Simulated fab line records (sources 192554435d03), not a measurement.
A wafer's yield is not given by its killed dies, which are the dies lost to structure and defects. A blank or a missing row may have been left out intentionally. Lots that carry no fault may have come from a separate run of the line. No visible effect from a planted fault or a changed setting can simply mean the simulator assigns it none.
Matching of chambers -- flow n5-finfet -- pecvd-04 running N5_BEOL_M3_ILD_DEP_00: 3 sister chambers
The step deposits SiOC from DEMS/O2, target thk 79 nm, time 15.3 s. 33 wafers are shown with their chamber, then 12 later ones without.

## EACH WAFER AND ITS CHAMBER
wafer,chamber,showerhead-vpp-V (V),showerhead-plenum-p-Torr (Torr),throttle-valve-pct (%)
L074.2,0,1395,5.679,11.5
L074.5,2,1466,5.721,11.9
L074.6,1,1269,5.678,12.3
L077.1,1,1306,5.664,12.2
L077.2,0,1382,5.653,11.5
L077.3,2,1450,5.701,12.2
L079.3,2,1446,5.715,12.2
L079.5,2,1484,5.717,12.0
L079.6,0,1357,5.669,11.5
L080.3,0,1358,5.661,11.6
L080.4,1,1292,5.672,12.0
L080.6,2,1471,5.704,12.1
L081.3,0,1387,5.665,11.4
L081.4,2,1451,5.709,12.1
L081.5,1,1285,5.679,12.5
L082.2,1,1267,5.669,12.2
L082.3,0,1402,5.673,11.8
L082.6,2,1477,5.712,12.2
L083.2,2,1449,5.721,12.1
L083.5,2,1480,5.706,11.9
L083.6,1,1269,5.677,11.9
L084.1,0,1376,5.685,11.5
L084.3,1,1268,5.681,11.9
L084.5,1,1271,5.678,12.2
L085.1,0,1408,5.683,11.6
L085.3,2,1468,5.706,12.1
L085.4,0,1389,5.664,11.6
L087.1,2,1453,5.694,12.0
L087.4,0,1369,5.651,11.4
L087.5,2,1447,5.704,12.2
L088.2,1,1266,5.680,12.4
L088.5,1,1299,5.679,11.8
L088.6,2,1440,5.703,12.1

SIGNATURES (averages over the wafers above)
reading,chamber 0,chamber 1,chamber 2,scatter within a chamber
showerhead-vpp-V,1382.30,1279.20,1460.15,15.7
showerhead-plenum-p-Torr,5.66830,5.67570,5.70869,0.00878
throttle-valve-pct,11.540,12.140,12.085,0.158
Rule: distance of a wafer from a chamber = root of the sum over the readings of ((wafer's reading minus chamber's mean) / reading's scatter) squared. If the next closest chamber is less than 2 further off than the closest, the wafer can't be placed; otherwise it belongs to the closest. How the scatter is found: for the shown wafers, subtract from each reading the mean of its chamber, square and add these, divide the total by (wafers less chambers), then take the root.

## WAFERS WITH NO CHAMBER GIVEN
wafer,showerhead-vpp-V (V),showerhead-plenum-p-Torr (Torr),throttle-valve-pct (%)
L093.1,1287,5.663,12.2
L093.2,1413,5.673,11.7
L093.6,1272,5.661,12.2
L094.1,1491,5.726,12.1
L094.4,1290,5.658,12.1
L094.5,1456,5.725,12.0
L095.1,1387,5.669,11.4
L095.3,1485,5.709,12.2
L095.4,1407,5.671,11.5
L097.2,1354,5.654,11.5
L097.3,1466,5.716,12.2
L097.5,1288,5.668,12.3

## CHAMBER TAKEN BY EACH
wafer,from the rows above,in truth
L093.1,1,1
L093.2,0,0
L093.6,1,1
L094.1,2,2
L094.4,1,1
L094.5,2,2
L095.1,0,0
L095.3,2,2
L095.4,0,0
L097.2,0,0
L097.3,2,2
L097.5,1,1
Correct placement for 12 of the 12. Number that these rows cannot place: 0. Placed wrongly: 0.
